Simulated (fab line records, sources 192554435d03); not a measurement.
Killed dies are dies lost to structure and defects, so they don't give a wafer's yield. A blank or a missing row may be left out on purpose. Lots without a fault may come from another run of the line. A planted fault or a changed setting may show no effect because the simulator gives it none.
fab line records | flow n5_finfet
record lots=14 wafers=39 last_day=18
route steps=1938 shown BEOL_M5@1185 BEOL_M6@1201 PASSIVATION@1936
lots that met no fault: from a run of the same line without faults
start_h: hours from the record's first day to the start of the lot's first wafer shown | wait_h: hours since the lot's step before | " the same as in the row above | L1.1+2: a row that stands for several wafers | - no value, or no start given | * or withheld: withheld | < > ~ a bound
route shown NAME@n: a module of which the file shows steps, and the number in the route of the first | usual: mean/standard deviation of fault-free wafers | same: alike in all rows | chamber/n: place in a boat | sites: the reading at each site | _std_site: their standard deviation | _edge_site: outer sites' mean less inner sites' | radius_mm: how far each site lies from the wafer's centre | mask NAME#n: copy n | behind: the tool/chamber that last shaped the wafer | hold: why the lot was held/for how many hours/how that ended | device: the transistor (n, p or np) that didn't switch | end of line: the same wafers' tests at the end of the route | a step without rows: its recipe alone | killed: dies lost to structure and defects at the first sort, not the wafer's yield | map: a wafer's dies, x killed, . not, _ none there
set.NAME: the setting as run; set.NAME@STEP: as run at that earlier step | model.NAME: the simulator's own value behind a step, which no gauge read
steps of the route over a sample of lots; a table a step, a row a wafer
services: from which hour (start_h, from the record's first day; less than 0 if before it) a tool's chamber was out of use, for how many hours, and why
## steps
# step N5_BEOL_M5_ANNEAL_51
# recipe temp_c=225 time_s=90 ambient=N2
# usual wafer_temp_C_max=226.08/0.26
# columns lot.wafer tool chamber start_h wait_h wafer_temp_C_max
L128.3 rtp_anneal-02 0 186.08 0.1 226.05
L128.5 " 0 " " 226.50
L128.6 " 0 " " 226.23
L129.1 rtp_anneal-02 0 190.79 0.1 225.94
L129.2 " 0 " " 226.28
L129.5 " 0 " " 225.89
L130.3 rtp_anneal-01 0 195.89 0.4 226.32
L130.4 " 0 " " 226.14
L130.6 " 0 " " 226.49
L131.1 rtp_anneal-02 0 199.57 0.1 225.87
L131.5 " 0 " " 226.19
L134.1 rtp_anneal-01 0 215.58 0.1 225.80
L134.2 " 0 " " 225.88
L134.6 " 0 " " 226.46
L135.1 rtp_anneal-01 0 235.33 0.1 226.11
L135.4 " 0 " " 225.86
L135.6 " 0 " " 226.04
L137.4 rtp_anneal-02 0 237.42 0.2 226.17
L137.5 " 0 " " 226.24
L137.6 " 0 " " 225.93
L139.2 rtp_anneal-02 0 250.28 0.2 225.85
L139.3 " 0 " " 225.97
L139.6 " 0 " " 226.19
L141.1 rtp_anneal-02 0 266.75 0.1 225.80
L141.4 " 0 " " 226.07
L142.2 rtp_anneal-02 0 270.55 0.4 225.52
L142.4 " 0 " " 225.70
L142.5 " 0 " " 225.94
L144.2 rtp_anneal-02 0 287.43 0.6 225.77
L144.3 " 0 " " 226.08
L144.5 " 0 " " 226.22
L147.2 rtp_anneal-02 0 294.67 0.2 226.24
L147.4 " 0 " " 226.02
L147.5 " 0 " " 226.12
L149.2 rtp_anneal-01 0 314.42 0.5 225.90
L149.3 " 0 " " 225.87
L149.6 " 0 " " 225.78
L150.2 rtp_anneal-02 0 327.09 0.3 226.27
L150.6 " 0 " " 226.08
# step N5_BEOL_M5_DEP_56
# recipe material=SiCN target_thk_a=80 temp_c=withheld precursor=3MS/NH3 pressure_torr=3 rf_w=202 time_s=14
# usual chamber_pressure_Torr=3.000/0.0072 rf_fwd_power_W=200.2/0.92 showerhead_plenum_p_Torr=3.668/0.014 throttle_valve_pct=9.1/0.49
# columns lot.wafer tool chamber start_h wait_h chamber_pressure_Torr rf_fwd_power_W showerhead_plenum_p_Torr throttle_valve_pct
L128.3 pecvd-01 1 186.88 0.0 3.000 199.9 3.678 8.9
L128.5 " 0 " " 3.006 200.4 3.671 8.9
L128.6 " 2 " " 2.998 200.9 3.665 9.0
L129.1 pecvd-02 2 191.57 0.0 3.009 200.6 3.691 8.6
L129.2 " 0 " " 2.998 200.9 3.659 9.6
L129.5 " 2 " " 2.998 201.3 3.696 8.6
L130.3 pecvd-02 0 196.59 0.0 2.992 199.8 3.658 9.4
L130.4 " 2 " " 2.990 200.5 3.695 8.5
L130.6 " 0 " " 2.985 199.9 3.668 9.7
L131.1 pecvd-03 1 200.51 0.0 2.992 200.3 3.680 9.5
L131.5 " 0 " " 3.003 198.1 3.653 8.9
L134.1 pecvd-02 0 216.37 0.0 3.004 199.4 3.660 9.7
L134.2 " 1 " " 2.997 200.7 3.665 9.6
L134.6 " 2 " " 3.004 200.0 3.688 8.5
L135.1 pecvd-02 1 236.13 0.0 2.999 200.0 3.659 9.4
L135.4 " 2 " " 2.998 201.1 3.697 8.7
L135.6 " 1 " " 3.004 200.0 3.656 9.5
L137.4 pecvd-03 1 238.08 0.0 3.002 200.6 3.681 9.6
L137.5 " 0 " " 3.011 197.7 3.660 8.8
L137.6 " 2 " " 2.996 200.4 3.644 7.9
L139.2 pecvd-03 0 251.02 0.0 2.994 199.5 3.642 8.8
L139.3 " 1 " " 3.008 200.7 3.678 9.7
L139.6 " 1 " " 3.004 200.5 3.690 9.6
L141.1 pecvd-01 0 267.53 0.0 2.997 199.4 3.671 8.7
L141.4 " 0 " " 2.996 198.9 3.657 8.9
L142.2 pecvd-03 0 271.43 0.0 3.000 197.5 3.643 9.3
L142.4 " 2 " " 2.994 200.3 3.646 7.9
L142.5 " 2 " " 2.997 201.2 3.661 8.2
L144.2 pecvd-01 2 288.40 0.0 3.007 200.1 3.670 9.0
L144.3 " 1 " " 2.997 201.1 3.667 9.0
L144.5 " 1 " " 2.992 201.2 3.668 8.9
L147.2 pecvd-02 0 295.64 0.0 3.002 200.8 3.662 9.7
L147.4 " 2 " " 2.996 200.6 3.706 8.9
L147.5 " 0 " " 3.012 200.6 3.661 9.6
L149.2 pecvd-02 2 315.16 0.0 2.999 200.9 3.696 8.8
L149.3 " 0 " " 3.008 200.5 3.662 9.7
L149.6 " 0 " " 2.994 200.1 3.668 9.6
L150.2 pecvd-02 2 327.83 0.0 2.996 201.0 3.688 8.6
L150.6 " 1 " " 2.994 199.3 3.658 9.5
# step N5_BEOL_M6_COAT_05
# recipe resist=CAR-ArF spin_rpm=1500 resist_thk_nm=90
# usual spin_speed_rpm=1500.0/1.2
# columns lot.wafer tool chamber start_h wait_h spin_speed_rpm
L128.3 litho_track-02 0 189.26 - 1501.3
L128.5 " 0 " " 1500.7
L128.6 " 0 " " 1499.6
L129.1 litho_track-01 0 193.56 - 1501.0
L129.2 " 0 " " 1498.5
L129.5 " 0 " " 1499.6
L130.3 litho_track-01 0 198.87 - 1498.7
L130.4 " 0 " " 1498.7
L130.6 " 0 " " 1498.7
L131.1 litho_track-05 0 203.11 - 1501.8
L131.5 " 0 " " 1500.3
L134.1 litho_track-02 0 219.58 - 1500.2
L134.2 " 0 " " 1498.8
L134.6 " 0 " " 1501.8
L135.1 litho_track-02 0 237.98 - 1499.6
L135.4 " 0 " " 1500.7
L135.6 " 0 " " 1502.2
L137.4 litho_track-05 0 240.08 - 1500.6
L137.5 " 0 " " 1501.1
L137.6 " 0 " " 1499.6
L139.2 litho_track-01 0 252.61 - 1499.4
L139.3 " 0 " " 1499.9
L139.6 " 0 " " 1499.2
L141.1 litho_track-02 0 269.25 - 1499.1
L141.4 " 0 " " 1499.6
L142.2 litho_track-05 0 272.60 - 1500.4
L142.4 " 0 " " 1498.9
L142.5 " 0 " " 1499.1
L144.2 litho_track-05 0 291.21 - 1500.1
L144.3 " 0 " " 1500.1
L144.5 " 0 " " 1501.3
L147.2 litho_track-02 0 298.42 - 1412.7
L147.4 " 0 " " 1409.2
L147.5 " 0 " " 1411.6
L149.2 litho_track-02 0 319.34 - 1409.4
L149.3 " 0 " " 1410.7
L149.6 " 0 " " 1409.5
L150.2 litho_track-05 0 328.99 - 1500.5
L150.6 " 0 " " 1500.6
# step N5_BEOL_M6_CD_MEAS_11
# recipe target_cd_nm=38.5 landing_energy_ev=500 detector=se_inlens polarity=opening
# usual cd_nm=38.5/0.55
# columns lot.wafer tool chamber start_h wait_h cd_nm
L128.3 cd_sem-03 0 189.69 - 38.0
L128.5 " 0 " " 39.1
L128.6 " 0 " " 38.4
L129.1 cd_sem-01 0 193.80 - 38.8
L129.2 " 0 " " 38.4
L129.5 " 0 " " 39.6
L130.3 cd_sem-01 0 199.24 - 39.2
L130.4 " 0 " " 38.5
L130.6 " 0 " " 38.8
L131.1 cd_sem-02 0 203.48 - 39.0
L131.5 " 0 " " 39.1
L134.1 cd_sem-01 0 219.82 - 38.9
L134.2 " 0 " " 38.5
L134.6 " 0 " " 37.9
L135.1 cd_sem-03 0 238.34 - 38.8
L135.4 " 0 " " 37.8
L135.6 " 0 " " 39.0
L137.4 cd_sem-03 0 240.45 - 38.6
L137.5 " 0 " " 37.9
L137.6 " 0 " " 37.8
L139.2 cd_sem-03 0 252.97 - 38.1
L139.3 " 0 " " 38.4
L139.6 " 0 " " 37.9
L141.1 cd_sem-03 0 269.49 - 39.0
L141.4 " 0 " " 38.5
L142.2 cd_sem-01 0 273.03 - 38.8
L142.4 " 0 " " 38.2
L142.5 " 0 " " 38.4
L144.2 cd_sem-01 0 291.64 - 38.5
L144.3 " 0 " " 38.8
L144.5 " 0 " " 37.8
L147.2 cd_sem-02 0 298.79 - 38.4
L147.4 " 0 " " 38.8
L147.5 " 0 " " 38.6
L149.2 cd_sem-03 0 319.58 - 38.1
L149.3 " 0 " " 38.1
L149.6 " 0 " " 38.0
L150.2 cd_sem-03 0 329.23 - 37.8
L150.6 " 0 " " 38.7
# step N5_PASSIVATION_PROBE_49
# usual defect_limited_yield=91.7/1.4 killed_at_M0_to_M3=32/9.7 killed_at_M4_up=14/5.5 killed_at_contacts=13/6.1 killed_at_front_end=35/10 killed_at_other=4.2/2.9 killed_dies=98/17 killed_open=63/12 killed_short=32/7.7 sort_bin_4_leakage=0.0/0.33 sort_bin_5_function=4.8/0.9 sort_bin_6_memory=3.1/0.63 sort_bin_8_speed=1/3.3 sort_n_pass=1073/41 sort_yield_pct=91/3.5
# same gross_dies=1180 killed_at_back_side=0
# columns lot.wafer tool chamber start_h wait_h defect_limited_yield[%] killed_at_M0_to_M3 killed_at_M4_up killed_at_contacts killed_at_front_end killed_at_other killed_dies killed_open killed_short sort_bin_4_leakage[%] sort_bin_5_function[%] sort_bin_6_memory[%] sort_bin_8_speed[%] sort_n_pass sort_yield_pct[%]
L135.1 prober-02 - 324.11 0.0 92.0 25 17 16 36 0 94 66 23 0 5.2 2.6 0 1086 92
L135.4 prober-02 - 324.26 0.2 92.6 41 13 8 19 6 87 50 34 0 5.0 2.1 0 1093 93
L135.6 prober-02 - 324.36 0.3 93.5 34 13 10 17 3 77 48 24 0 3.4 3.1 0 1103 93
# killed by level:class
L135.1 MOL_CONTACT_COAG:geometric_particle:open=15 BEOL_M2:geometric_particle:open=9 STI_FIN_REVEAL:geometric_particle:open=9 FIN_SAQP:geometric_particle:open=6 BEOL_M0_SAQP:geometric_particle:open=6 BEOL_M4:geometric_particle:open=6 FIN_SAQP:geometric_particle:short=5 GATE_CUT:geometric_particle:short=5
L135.4 BEOL_M2:geometric_particle:open=11 BEOL_M0_SAQP:geometric_particle:open=7 BEOL_M0_SAQP:geometric_particle:short=7 MOL_CONTACT_COAG:geometric_particle:open=6 BEOL_M3:geometric_particle:open=6 BEOL_M4:geometric_particle:open=6 BEOL_M3:geometric_particle:short=5 GATE_CUT:geometric_particle:short=4
L135.6 MOL_CONTACT_COAG:geometric_particle:open=8 BEOL_M3:geometric_particle:open=7 BEOL_M1:geometric_particle:open=6 BEOL_M2:geometric_particle:open=6 BEOL_M0_SAQP:geometric_particle:open=5 BEOL_M0_SAQP:geometric_particle:short=5 STARTING-WAFER:geometric_particle:short=5 FIN_SAQP:geometric_particle:short=4
## services
# columns tool chamber start_h hours kind
pecvd-01 2 171.54 14.3 repair
litho_track-01 - 173.34 - consumable_replace:filter
pecvd-03 2 202.38 - clean
pecvd-03 2 202.38 - consumable_replace:showerhead
pecvd-03 2 202.38 29.0 scheduled_down
pecvd-03 2 202.38 29.0 vent_cycle
pecvd-02 - 212.03 0.5 repair
pecvd-01 2 212.05 5.7 repair
pecvd-02 0 231.88 5.5 scheduled_down
pecvd-02 - 241.03 1.7 repair
pecvd-03 1 260.96 144.4 repair
pecvd-02 0 265.03 22.1 repair
pecvd-01 0 265.81 - calibration
pecvd-02 - 265.85 0.7 repair
pecvd-02 - 285.58 0.6 repair
litho_track-01 - 290.46 - consumable_replace:filter
pecvd-03 0 318.92 2.1 scheduled_down
## key
first_sign step=N5_BEOL_M6_COAT_05 reading=spin_speed_rpm direction=down sigmas=78 usual=* struck=*
effect none on later readings
met_at N5_BEOL_M6_COAT_05
struck_lots L147,L149
rows_end L147.2,L147.4,L147.5,L149.2,L149.3,L149.6
not_acting_at N5_BEOL_M5_ANNEAL_51,N5_BEOL_M5_DEP_56,N5_BEOL_M6_CD_MEAS_11
onset_between 269.25 298.42
fault kind=process_parameter_drift tool=litho_track-02 chamber=- onset_h=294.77 steps=N5_BEOL_M6_COAT_05 channel=spin_rpm offset=* shape=step acts_in=* stated=*
# rows_end: these wafers met a further fault down the route, and their rows from its step on are left out
